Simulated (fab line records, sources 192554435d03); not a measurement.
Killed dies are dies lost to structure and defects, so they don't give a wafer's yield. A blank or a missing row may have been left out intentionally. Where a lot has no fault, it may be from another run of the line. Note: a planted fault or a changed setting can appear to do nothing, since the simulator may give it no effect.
Matching of chambers || flow n5_finfet || 4 sister chambers for N5_HKMG_FIN_ALD_21 on ald_metal-01
The step deposits TiN, target thk 1.5 nm, pulse time 1 s, purge time 3 s. 22 wafers are shown with their chamber, then 11 later ones without.

## WAFERS WITH THEIR CHAMBER
{"wafer": "L074.1", "chamber": 0, "heater_power_w (W)": 1102, "precursor_pulse_height_rel": 1.016}
{"wafer": "L074.4", "chamber": 2, "heater_power_w (W)": 705, "precursor_pulse_height_rel": 0.978}
{"wafer": "L074.6", "chamber": 0, "heater_power_w (W)": 1118, "precursor_pulse_height_rel": 1.023}
{"wafer": "L076.1", "chamber": 1, "heater_power_w (W)": 913, "precursor_pulse_height_rel": 0.978}
{"wafer": "L076.3", "chamber": 2, "heater_power_w (W)": 690, "precursor_pulse_height_rel": 1.021}
{"wafer": "L076.6", "chamber": 3, "heater_power_w (W)": 760, "precursor_pulse_height_rel": 0.992}
{"wafer": "L078.2", "chamber": 3, "heater_power_w (W)": 770, "precursor_pulse_height_rel": 1.009}
{"wafer": "L078.3", "chamber": 1, "heater_power_w (W)": 937, "precursor_pulse_height_rel": 1.036}
{"wafer": "L078.5", "chamber": 0, "heater_power_w (W)": 1128, "precursor_pulse_height_rel": 0.971}
{"wafer": "L083.1", "chamber": 2, "heater_power_w (W)": 699, "precursor_pulse_height_rel": 0.995}
{"wafer": "L083.5", "chamber": 1, "heater_power_w (W)": 927, "precursor_pulse_height_rel": 0.992}
{"wafer": "L083.6", "chamber": 0, "heater_power_w (W)": 1101, "precursor_pulse_height_rel": 0.989}
{"wafer": "L084.3", "chamber": 3, "heater_power_w (W)": 760, "precursor_pulse_height_rel": 1.019}
{"wafer": "L084.4", "chamber": 1, "heater_power_w (W)": 913, "precursor_pulse_height_rel": 1.001}
{"wafer": "L084.6", "chamber": 2, "heater_power_w (W)": 692, "precursor_pulse_height_rel": 0.986}
{"wafer": "L089.1", "chamber": 1, "heater_power_w (W)": 921, "precursor_pulse_height_rel": 0.973}
{"wafer": "L089.4", "chamber": 0, "heater_power_w (W)": 1110, "precursor_pulse_height_rel": 0.968}
{"wafer": "L089.6", "chamber": 0, "heater_power_w (W)": 1104, "precursor_pulse_height_rel": 1.001}
{"wafer": "L092.1", "chamber": 3, "heater_power_w (W)": 793, "precursor_pulse_height_rel": 0.995}
{"wafer": "L092.2", "chamber": 1, "heater_power_w (W)": 916, "precursor_pulse_height_rel": 1.037}
{"wafer": "L092.5", "chamber": 1, "heater_power_w (W)": 889, "precursor_pulse_height_rel": 0.994}
{"wafer": "L093.3", "chamber": 3, "heater_power_w (W)": 771, "precursor_pulse_height_rel": 1.023}

SIGNATURES (averages over the wafers above)
{"reading": "heater_power_w", "chamber 0": 1110.50, "chamber 1": 916.57, "chamber 2": 696.50, "chamber 3": 770.80, "scatter within a chamber": 12.4}
{"reading": "precursor_pulse_height_rel", "chamber 0": 0.99467, "chamber 1": 1.00157, "chamber 2": 0.99500, "chamber 3": 1.00760, "scatter within a chamber": 0.0216}
Rule: for a wafer and a chamber, the distance is found by dividing, reading by reading, the gap between the wafer's reading and the chamber's mean by the reading's scatter, squaring, summing and taking the root. The wafer belongs to the nearest chamber; if the next one is less than 2 further off, it can't be placed. The scatter: the root of (the sum of the squares of (reading less its chamber's mean) over the shown wafers, divided by (wafers less chambers)).

## WAFERS WITHOUT THEIR CHAMBER
{"wafer": "L093.5", "heater_power_w (W)": 761, "precursor_pulse_height_rel": 1.012}
{"wafer": "L093.6", "heater_power_w (W)": 692, "precursor_pulse_height_rel": 1.009}
{"wafer": "L094.2", "heater_power_w (W)": 681, "precursor_pulse_height_rel": 1.008}
{"wafer": "L094.3", "heater_power_w (W)": 792, "precursor_pulse_height_rel": 0.986}
{"wafer": "L094.6", "heater_power_w (W)": 785, "precursor_pulse_height_rel": 1.005}
{"wafer": "L095.2", "heater_power_w (W)": 677, "precursor_pulse_height_rel": 1.007}
{"wafer": "L095.5", "heater_power_w (W)": 1116, "precursor_pulse_height_rel": 1.015}
{"wafer": "L095.6", "heater_power_w (W)": 770, "precursor_pulse_height_rel": 0.977}
{"wafer": "L097.2", "heater_power_w (W)": 929, "precursor_pulse_height_rel": 0.998}
{"wafer": "L097.3", "heater_power_w (W)": 1100, "precursor_pulse_height_rel": 0.999}
{"wafer": "L097.6", "heater_power_w (W)": 903, "precursor_pulse_height_rel": 0.999}

## WHICH CHAMBER EACH WENT THROUGH
{"wafer": "L093.5", "from the rows above": 3, "in truth": 3}
{"wafer": "L093.6", "from the rows above": 2, "in truth": 2}
{"wafer": "L094.2", "from the rows above": 2, "in truth": 2}
{"wafer": "L094.3", "from the rows above": 3, "in truth": 3}
{"wafer": "L094.6", "from the rows above": 3, "in truth": 3}
{"wafer": "L095.2", "from the rows above": 2, "in truth": 2}
{"wafer": "L095.5", "from the rows above": 0, "in truth": 0}
{"wafer": "L095.6", "from the rows above": 3, "in truth": 3}
{"wafer": "L097.2", "from the rows above": 1, "in truth": 1}
{"wafer": "L097.3", "from the rows above": 0, "in truth": 0}
{"wafer": "L097.6", "from the rows above": 1, "in truth": 1}
11 of 11 placed correctly. Left unplaced by these rows: 0. 0 placed wrongly.
